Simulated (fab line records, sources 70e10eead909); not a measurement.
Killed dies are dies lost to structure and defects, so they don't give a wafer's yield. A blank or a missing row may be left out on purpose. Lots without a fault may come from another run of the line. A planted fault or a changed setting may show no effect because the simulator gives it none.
fab line records | flow nand_harc
record lots=6 wafers=18 last_day=31
route steps=1302 shown P_STI@92 P_GATE@110
lots that met no fault: from a run of the same line without faults
start_h: hours from the record's first day to the start of the lot's first wafer shown | wait_h: hours since the lot's step before | " the same as in the row above | L1.1+2: a row that stands for several wafers | - no value, or no start given | * or withheld: withheld | < > ~ a bound
route shown NAME@n: a module of which the file shows steps, and the number in the route of the first | usual: mean/standard deviation of fault-free wafers | same: alike in all rows | chamber/n: place in a boat | sites: the reading at each site | _std_site: their standard deviation | _edge_site: outer sites' mean less inner sites' | radius_mm: how far each site lies from the wafer's centre | mask NAME#n: copy n | behind: the tool/chamber that last shaped the wafer | hold: why the lot was held/for how many hours/how that ended | device: the transistor (n, p or np) that didn't switch | end of line: the same wafers' tests at the end of the route | a step without rows: its recipe alone | killed: dies lost to structure and defects at the first sort, not the wafer's yield | map: a wafer's dies, x killed, . not, _ none there
set.NAME: the setting as run; set.NAME@STEP: as run at that earlier step | model.NAME: the simulator's own value behind a step, which no gauge read
lots at some steps of the route; a table a step, a row a wafer
services: from which hour (start_h, from the record's first day; less than 0 if before it) a tool's chamber was out of use, for how many hours, and why
## steps
# step NHARC_P_STI_OCD_MEAS_17
# usual trench_depth_nm=303/3.5 trench_foot_cd_nm=158.0/1.9
# columns lot.wafer tool chamber start_h wait_h trench_depth_nm trench_foot_cd_nm
L564.1 ocd-02 - 59.25 0.1 304 154.1
L564.5 " - " " 304 159.5
L564.6 " - " " 305 156.4
L565.1 ocd-02 - 65.82 0.1 304 155.0
L565.4 " - " " 299 157.7
L565.5 " - " " 306 156.6
L573.3 ocd-01 - 150.22 0.1 303 162.4
L573.4 " - " " 303 159.9
L573.6 " - " " 299 160.9
L577.4 ocd-02 - 184.27 0.1 297 159.2
L577.5 " - " " 300 159.4
L577.6 " - " " 303 156.7
L579.3 ocd-02 - 205.67 0.1 307 157.8
L579.5 " - " " 305 158.1
L579.6 " - " " 303 158.2
L583.1 ocd-01 - 245.78 0.1 297 160.4
L583.2 " - " " 306 158.3
L583.5 " - " " 306 159.9
# step NHARC_P_STI_STRIP_19
# recipe time_s=900 temp_c=130 chemistry=SPM
# step NHARC_P_STI_PRECLEAN_32
# recipe time_s=* temp_c=50 bath_age_min=0 chemistry=SC1
# step NHARC_P_STI_SRD_23
# step NHARC_P_STI_OCD_MEAS_43
# usual trench_depth_nm=303/3.5 trench_foot_cd_nm=158.0/1.8
# columns lot.wafer tool chamber start_h wait_h trench_depth_nm trench_foot_cd_nm
L564.1 ocd-01 - 59.75 - 305 154.5
L564.5 " - " " 304 159.5
L564.6 " - " " 304 156.4
L565.1 ocd-01 - 66.34 - 304 155.1
L565.4 " - " " 299 158.6
L565.5 " - " " 306 156.5
L573.3 ocd-02 - 150.73 - 302 162.4
L573.4 " - " " 303 159.9
L573.6 " - " " 300 161.4
L577.4 ocd-01 - 184.78 - 298 159.2
L577.5 " - " " 300 160.1
L577.6 " - " " 303 156.5
L579.3 ocd-01 - 206.18 - 307 158.4
L579.5 " - " " 305 158.4
L579.6 " - " " 302 159.0
L583.1 ocd-02 - 246.29 - 298 159.8
L583.2 " - " " 306 158.7
L583.5 " - " " 305 159.3
# step NHARC_P_STI_OXIDE_33
# recipe target_thk_a=100 temp_c=1000 ox_time_s=281 material=SiO2
# step NHARC_P_STI_HDPCVD_20
# recipe target_thk_a=withheld sigma_open_frac=withheld material=SiO2
# step NHARC_P_STI_ANNEAL_34
# recipe temp_c=1000 time_s=1800
# step NHARC_P_STI_CMP_21
# recipe t_overpolish_s=20 target_thk_nm=380.67
# usual motor_current_A=11.9/1 overpolish_run_s=19.999/0.0094
# columns lot.wafer tool chamber start_h wait_h motor_current_A overpolish_run_s
L564.1 cmp-01 3 77.72 0.4 10.9 19.992
L564.6 " 0 " " 13.3 19.990
L564.5 " 1 " " 10.7 19.992
L565.1 cmp-03 1 86.10 0.4 12.8 19.997
L565.4 " 2 " " 11.3 20.004
L565.5 " 1 " " 13.5 20.008
L573.4 cmp-03 0 172.65 0.4 11.4 19.989
L573.3 " 3 " " 11.5 19.984
L573.6 " 1 " " 13.6 20.011
L577.4 cmp-04 2 206.45 0.4 13.6 19.998
L577.5 " 2 " " 13.1 20.005
L577.6 " 3 " " 11.3 19.992
L579.3 cmp-04 0 223.68 0.4 11.6 19.995
L579.5 " 3 " " 12.0 19.998
L579.6 " 0 " " 11.3 20.007
L583.1 cmp-01 1 263.02 0.4 11.1 19.983
L583.2 " 2 " " 12.1 19.995
L583.5 " 3 " " 11.5 20.000
# step NHARC_P_STI_SRD_35
# step NHARC_P_STI_ETCH_36
# recipe target_depth_a=388 chemistry=dHF material=SiO2
# step NHARC_P_STI_STRIP_24
# recipe temp_c=160 chemistry=H3PO4 material=Si3N4
# usual bath_guard_temp_C=159.9/0.46
# columns lot.wafer tool chamber start_h wait_h bath_guard_temp_C
L564.6 wet_bench-09 1 77.98 0.0 159.5
L564.1 " 2 " " 159.9
L564.5 " 6 " " 160.3
L565.4 wet_bench-09 1 86.41 0.0 159.9
L565.1 " 4 " " 160.4
L565.5 " 6 " " 160.2
L573.6 wet_bench-09 0 173.01 0.0 159.8
L573.3 " 1 " " 159.6
L573.4 " 2 " " 160.3
L577.4 wet_bench-09 0 206.82 0.0 159.7
L577.5 " 1 " " 160.0
L577.6 " 2 " " 160.1
L579.6 wet_bench-07 3 224.01 0.0 159.6
L579.5 " 5 " " 160.1
L579.3 " 6 " " 159.8
L583.2 wet_bench-06 2 263.31 0.0 159.4
L583.1 " 5 " " 160.7
L583.5 " 6 " " 161.2
# step NHARC_P_STI_ETCH_37
# recipe target_depth_a=110 chemistry=dHF material=SiO2
# step NHARC_P_STI_PRECLEAN_38
# recipe time_s=* temp_c=50 bath_age_min=0 chemistry=SC1
# step NHARC_P_STI_SRD_39
# step NHARC_P_STI_OXIDE_40
# recipe target_thk_a=100 temp_c=900 ox_time_s=1362 material=SiO2
# step NHARC_P_STI_INSPECT_25
# usual raw_defect_count=192/55
# columns lot.wafer tool chamber start_h wait_h raw_defect_count
L564.1 defect_inspect-02 - 89.67 0.4 192
L564.5 " - " " 185
L564.6 " - " " 276
L565.1 defect_inspect-01 - 94.10 0.4 188
L565.4 " - " " 190
L565.5 " - " " 199
L573.3 defect_inspect-02 - 183.25 0.4 584
L573.4 " - " " 528
L573.6 " - " " 537
L577.4 defect_inspect-02 - 217.97 0.4 542
L577.5 " - " " 746
L577.6 " - " " 504
L579.3 defect_inspect-01 - 232.13 0.4 80
L579.5 " - " " 247
L579.6 " - " " 147
L583.1 defect_inspect-02 - 271.07 0.4 217
L583.2 " - " " 213
L583.5 " - " " 146
# step NHARC_P_GATE_ETCH_69
# recipe target_depth_a=140 chemistry=dHF material=SiO2
# step NHARC_P_GATE_PRECLEAN_70
# recipe time_s=* temp_c=50 bath_age_min=0 chemistry=SC1
# step NHARC_P_GATE_SRD_01
# step NHARC_P_GATE_OXIDE_02
# recipe target_thk_a=375 temp_c=950 p_h2o_torr=720 ox_time_s=365 material=SiO2
# step NHARC_P_GATE_DEHYDRATE_03
# recipe temp_c=150 time_s=120
# step NHARC_P_GATE_HMDS_04
# recipe time_s=30
# step NHARC_P_GATE_COAT_05
# recipe spin_rpm=4690
# step NHARC_P_GATE_SOFTBAKE_06
# recipe temp_c=122 time_s=95
# step NHARC_P_GATE_EBR_07
# step NHARC_P_GATE_EXPOSE_08
# recipe na=0.6 dose_mj=16.75 mask_id=P_HV
# step NHARC_P_GATE_PEB_09
# recipe peb_temp_c=118 peb_time_s=85
# step NHARC_P_GATE_DEVELOP_10
# recipe time_s=70
# step NHARC_P_GATE_CD_MEAS_11
# recipe target_cd_nm=1640 landing_energy_ev=500
# usual cd_nm=1640.2/2
# columns lot.wafer tool chamber start_h wait_h cd_nm
L564.1 cd_sem-03 0 98.09 - 1638.3
L564.5 " 0 " " 1642.4
L564.6 " 0 " " 1643.3
L565.1 cd_sem-02 0 102.83 - 1639.6
L565.4 " 0 " " 1642.6
L565.5 " 0 " " 1641.2
L573.3 cd_sem-01 0 191.81 - 1638.7
L573.4 " 0 " " 1640.0
L573.6 " 0 " " 1640.4
L577.4 cd_sem-02 0 229.90 - 1638.7
L577.5 " 0 " " 1636.9
L577.6 " 0 " " 1635.4
L579.3 cd_sem-03 0 241.32 - 1642.1
L579.5 " 0 " " 1640.7
L579.6 " 0 " " 1639.0
L583.1 cd_sem-02 0 279.66 - 1640.5
L583.2 " 0 " " 1641.7
L583.5 " 0 " " 1639.1
# step NHARC_P_GATE_HARDBAKE_12
# recipe temp_c=125 time_s=80
# step NHARC_P_GATE_DESCUM_13
# recipe time_s=3 o2_flow_sccm=200 ar_flow_sccm=0 bias_power_w=0 chemistry=O2
# usual drypump_motor_current_A=5.9/0.61 oes_product_au=1.007/0.0086 rf_vpp_V=57.6/0.82 showerhead_plenum_p_Torr=1.88/0.064 throttle_valve_pct=11.312/0.0096
# same time_s=3
# columns lot.wafer tool chamber start_h wait_h drypump_motor_current_A oes_product_au rf_hours_counter_h rf_vpp_V showerhead_plenum_p_Torr throttle_valve_pct
L564.1 rie_diel-03 0 98.29 - 6.1 0.999 8 57.6 1.84 11.321
L564.5 " 1 " " 6.6 1.006 - 57.9 2.00 11.311
L564.6 " 2 " " 5.9 1.002 - 56.6 1.83 11.307
L565.4 rie_diel-03 2 103.01 - 5.9 1.006 6 56.1 1.83 11.309
L565.1 " 3 " " 5.6 1.001 7 58.2 1.83 11.313
L565.5 " 1 " " 6.6 1.015 - 57.0 2.00 11.311
L573.3 rie_diel-01 3 191.96 - 4.8 1.013 11 57.5 1.94 11.296
L573.4 " 2 " " 5.5 0.994 10 57.6 1.86 11.321
L573.6 " 0 " " 6.2 1.005 - 58.4 1.79 11.322
L577.4 rie_diel-07 0 230.09 - 4.9 1.015 4 58.2 1.88 11.328
L577.6 " 1 " " 6.6 1.004 - 57.0 1.90 11.318
L577.5 " 2 " " 6.1 1.009 - 58.6 1.93 11.297
L579.3 rie_diel-01 2 241.51 - 5.5 1.013 2 58.3 1.86 11.308
L579.5 " 3 " " 4.8 1.014 - 57.7 1.93 11.325
L579.6 " 0 " " 6.1 1.011 - 57.5 1.79 11.328
L583.1 rie_diel-03 2 279.83 - 5.9 1.011 8 57.3 1.83 11.311
L583.2 " 3 " " 5.6 1.008 8 57.3 1.83 11.313
L583.5 " 3 " " 5.6 1.002 - 56.7 1.83 11.317
# step NHARC_P_GATE_ETCH_14
# recipe target_depth_a=488 chemistry=dHF material=SiO2
# step NHARC_P_GATE_STRIP_15
# recipe time_s=780 temp_c=130 chemistry=SPM
# step NHARC_P_GATE_PRECLEAN_71
# recipe time_s=* temp_c=50 bath_age_min=0 chemistry=SC1
# step NHARC_P_GATE_SRD_72
# step NHARC_P_GATE_OXIDE_16
# recipe target_thk_a=30 temp_c=875 ox_time_s=392 material=SiO2
# step NHARC_P_GATE_CVD_17
# recipe target_thk_a=1500 temp_c=620 time_s=900 material=poly-Si
# step NHARC_P_GATE_HM_DEP_102
# recipe target_thk_a=1200 temp_c=400 material=aC
# usual susceptor_temp_C=400.00/0.24 throttle_valve_pct=35.000/0.0095
# columns lot.wafer tool chamber start_h wait_h susceptor_temp_C throttle_valve_pct
L564.1 acl_dep-02 0 111.63 1.3 400.52 34.994
L564.5 " 0 " " 400.28 35.017
L564.6 " 0 " " 400.21 35.013
L565.1 acl_dep-01 0 124.53 6.1 399.79 35.006
L565.4 " 0 " " 399.85 34.999
L565.5 " 0 " " 399.78 35.006
L573.3 acl_dep-03 0 206.45 2.4 - 34.996
L573.4 " 0 " " - 35.009
L573.6 " 0 " " - 35.016
L577.4 acl_dep-03 0 245.16 3.2 400.14 34.991
L577.5 " 0 " " 400.21 34.990
L577.6 " 0 " " 400.05 35.002
L579.3 acl_dep-02 0 261.55 7.8 - 35.015
L579.5 " 0 " " - 35.013
L579.6 " 0 " " - 35.005
L583.1 acl_dep-03 0 292.92 0.4 399.84 35.009
L583.2 " 0 " " 399.79 34.982
L583.5 " 0 " " 399.75 34.995
# step NHARC_P_GATE_DEP_103
# recipe target_thk_a=300 target_thk_nm=30 temp_c=400 flow_sccm=200 rf_w=350 material=SiON
# usual heater_power_w=761/97 susceptor_temp_C=400.02/0.21
# columns lot.wafer tool chamber start_h wait_h heater_power_w susceptor_temp_C
L564.1 pecvd-02 2 112.33 0.6 794 400.03
L564.5 " 2 " " 826 400.02
L564.6 " 0 " " 700 400.08
L565.1 pecvd-01 0 125.23 0.6 879 400.32
L565.5 " 2 " " 783 400.00
L565.4 " 1 " " 930 400.20
L573.3 pecvd-04 1 206.92 0.4 772 399.96
L573.4 " 0 " " 687 399.88
L573.6 " 2 " " 966 399.92
L577.4 pecvd-01 0 245.59 0.3 801 400.23
L577.6 " 1 " " 847 400.07
L577.5 " 2 " " 810 400.13
L579.3 pecvd-04 2 261.99 0.3 923 400.24
L579.5 " 0 " " 690 399.95
L579.6 " 1 " " 786 400.24
L583.1 pecvd-04 2 293.58 0.6 973 399.92
L583.2 " 0 " " 748 399.83
L583.5 " 2 " " 1001 400.12
# step NHARC_P_GATE_DEHYDRATE_18
# recipe temp_c=150 time_s=120
# step NHARC_P_GATE_INSPECT_28
# usual raw_defect_count=5.7/2.5
# columns lot.wafer tool chamber start_h wait_h raw_defect_count
L564.1 defect_inspect-01 - 113.11 0.0 4
L564.5 " - " " 4
L564.6 " - " " 6
L565.1 defect_inspect-01 - 126.00 0.0 5
L565.4 " - " " 2
L565.5 " - " " 3
L573.3 defect_inspect-02 - 207.72 0.0 450
L573.4 " - " " 405
L573.6 " - " " 391
L577.4 defect_inspect-01 - 246.31 0.0 390
L577.5 " - " " 426
L577.6 " - " " 358
L579.3 defect_inspect-01 - 262.79 0.0 1
L579.5 " - " " 6
L579.6 " - " " 7
L583.1 defect_inspect-02 - 294.38 0.0 7
L583.2 " - " " 4
L583.5 " - " " 8
# step NHARC_P_GATE_INSPECT_68
# usual raw_defect_count=175/58
# columns lot.wafer tool chamber start_h wait_h raw_defect_count
L564.1 defect_inspect-01 - 131.39 0.2 178
L564.5 " - " " 161
L564.6 " - " " 314
L565.1 defect_inspect-02 - 144.24 0.2 143
L565.4 " - " " 141
L565.5 " - " " 182
L573.3 defect_inspect-02 - 228.08 0.1 582
L573.4 " - " " 506
L573.6 " - " " 541
L577.4 defect_inspect-02 - 266.76 0.1 526
L577.5 " - " " 740
L577.6 " - " " 467
L579.3 defect_inspect-02 - 281.24 0.1 87
L579.5 " - " " 223
L579.6 " - " " 124
L583.1 defect_inspect-02 - 312.78 0.2 216
L583.2 " - " " 190
L583.5 " - " " 132
## services
# columns tool chamber start_h hours kind
cmp-03 - 57.07 1.1 repair
acl_dep-02 - 60.01 13.0 pm
cmp-03 - 64.00 4.0 pm
rie_diel-01 1 64.29 19.7 repair
rie_diel-01 3 65.65 14.5 repair
pecvd-04 - 81.19 1.3 repair
pecvd-04 - 82.98 0.2 repair
cmp-01 - 87.50 4.0 pm
pecvd-04 - 88.00 13.0 pm
rie_diel-01 0 92.16 16.5 repair
pecvd-04 2 103.38 49.8 repair
rie_diel-03 - 104.77 9.0 pm
cmp-04 - 111.00 4.0 pm
cmp-03 - 115.47 0.2 repair
acl_dep-03 - 116.66 13.0 pm
cmp-03 - 125.52 0.9 repair
rie_diel-03 - 152.94 0.1 repair
rie_diel-03 0 164.37 4.5 repair
wet_bench-09 - 176.80 8.0 pm
rie_diel-03 1 177.74 3.3 repair
pecvd-04 - 269.00 13.0 pm
wet_bench-09 - 272.52 1.6 repair
rie_diel-03 - 281.77 9.0 pm
rie_diel-03 - 291.70 0.2 repair
## key
first_sign step=NHARC_P_STI_INSPECT_25 reading=raw_defect_count direction=up sigmas=6.9 usual=192 struck=574
effect step=NHARC_P_GATE_INSPECT_28 reading=raw_defect_count direction=up sigmas=99+ usual=5.7 struck=403.3
effect step=NHARC_P_GATE_INSPECT_68 reading=raw_defect_count direction=up sigmas=6.7 usual=175 struck=560
met_at NHARC_P_STI_STRIP_24
struck_wafers L573.3,L573.4,L573.6,L577.4,L577.5,L577.6
rows_end L573.3,L573.4,L573.6,L577.4,L577.5,L577.6
onset_between 86.41 173.01
fault kind=chamber_particle_source tool=wet_bench-09 chamber=- onset_h=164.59 steps=NHARC_P_STI_STRIP_24 rate_per_visit_cm2=0.61878
# rows_end: these wafers met a further fault down the route, and their rows from its step on are left out
